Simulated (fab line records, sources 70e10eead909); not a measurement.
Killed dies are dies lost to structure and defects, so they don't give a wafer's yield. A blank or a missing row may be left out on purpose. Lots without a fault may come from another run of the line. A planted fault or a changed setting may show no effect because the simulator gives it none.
Problem report in the 8D (eight disciplines) form, filled by code | flow nand_harc | the parts of the form that need people (team, actions taken, sign-off) are left out

1. THE PROBLEM
killed_at_array at NHARC_END_SORT_01 reads a mean of 88 on 2 wafers of 2 lots; wafers without a fault read 26 with a standard deviation of 10. That is +6.2 standard deviations from the usual mean.
First seen on wafer L193.6, day 21 06:02, on prober-01. The record holds 6 wafers of 2 lots with a number at this step. Rule for "out", or "out of limits": more than 4 standard deviations from the usual mean. The other wafers with a number count as sound.

2. WHAT IT IS AND WHAT IT IS NOT
question                    | is                           | is not
which readings at this step | killed_at_array, killed_dies | killed_at_other, killed_at_periphery, killed_open, killed_short
which lots                  | L193, L195                   | -
which wafers of those lots  | L193.6, L195.6               | L193.3, L193.5, L195.1, L195.5
read on which gauges        | prober-01                    | -
when                        | from day 21 06:02            | up to then (2 sound wafers); but 2 sound wafers of L195 came after

3. SUSPECTS, AND WHAT RULES EACH OUT
Counting: a tool at a process step up to the reading stays a suspect if it ran every lot that is out. Sound lots after the first of them don't rule it out here, since some wafers of a struck lot are sound.
- the gauge at NHARC_END_SORT_01: kept. All the wafers that are out were read on prober-01, and no step on other tools shows them out.
- rie_diel-02 at NHARC_A_CONTACT_ETCH_77 (etches the open film in CF4/CHF3, target depth 72.6 nm, time 36.3 s): kept. It ran every lot that is out, first L193 (day 18 06:52).
- pvd_sputter-03 at NHARC_THIN_TSV_PVD_51 (deposits Cu, target thk 100 nm): kept. It ran every lot that is out, first L193 (day 21 03:38). NHARC_THIN_TSV_PVD_51 gives no start for some lots, so the hours and the order of its lots are those of NHARC_END_SORT_01.
- Within rie_diel-02 at NHARC_A_CONTACT_ETCH_77: the wafers that are out ran in chamber 0; their sound lot-mates ran in chambers 2, 3.
Left after counting: rie_diel-02 at NHARC_A_CONTACT_ETCH_77, pvd_sputter-03 at NHARC_THIN_TSV_PVD_51, prober-01 at NHARC_END_SORT_01.

4. THE CAUSE (what the simulator had put in)
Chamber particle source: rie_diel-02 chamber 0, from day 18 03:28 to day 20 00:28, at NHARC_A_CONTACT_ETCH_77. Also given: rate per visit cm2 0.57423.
Counting left 3 suspects, and this tool is among them.

5. THE CHAIN OF EFFECTS, in route order
Each row: a reading whose mean over the struck wafers that have a number lies more than 3 standard deviations from the usual. Only readings for which the record gives a usual standard deviation are gone through. hours: the time from each lot's start at the first step in this table that gives one to its start at this step, as a median over the lots. sigmas: the change in usual standard deviations.
hours | step              | reading         | usual | on struck wafers | change | sigmas
0     | NHARC_END_SORT_01 | killed_at_array | 26    | 88               | +62    | +6.2
0     | NHARC_END_SORT_01 | killed_dies     | 29    | 92               | +63    | +5.7

6. WHAT WOULD HAVE CAUGHT IT SOONER
In this record the first reading out of limits at a measuring or inspecting step was taken at day 21 06:02, 75 hours after the fault began at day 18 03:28.
Of the tool readings at NHARC_A_CONTACT_ETCH_77 for which the record gives a usual standard deviation, none was out on any struck wafer, so an alarm limit of 4 standard deviations on them would not have fired.
All the lots that are out (2) had begun NHARC_A_CONTACT_ETCH_77 on rie_diel-02 by day 21 06:02. A hold on the tool at that time would have spared none of them.
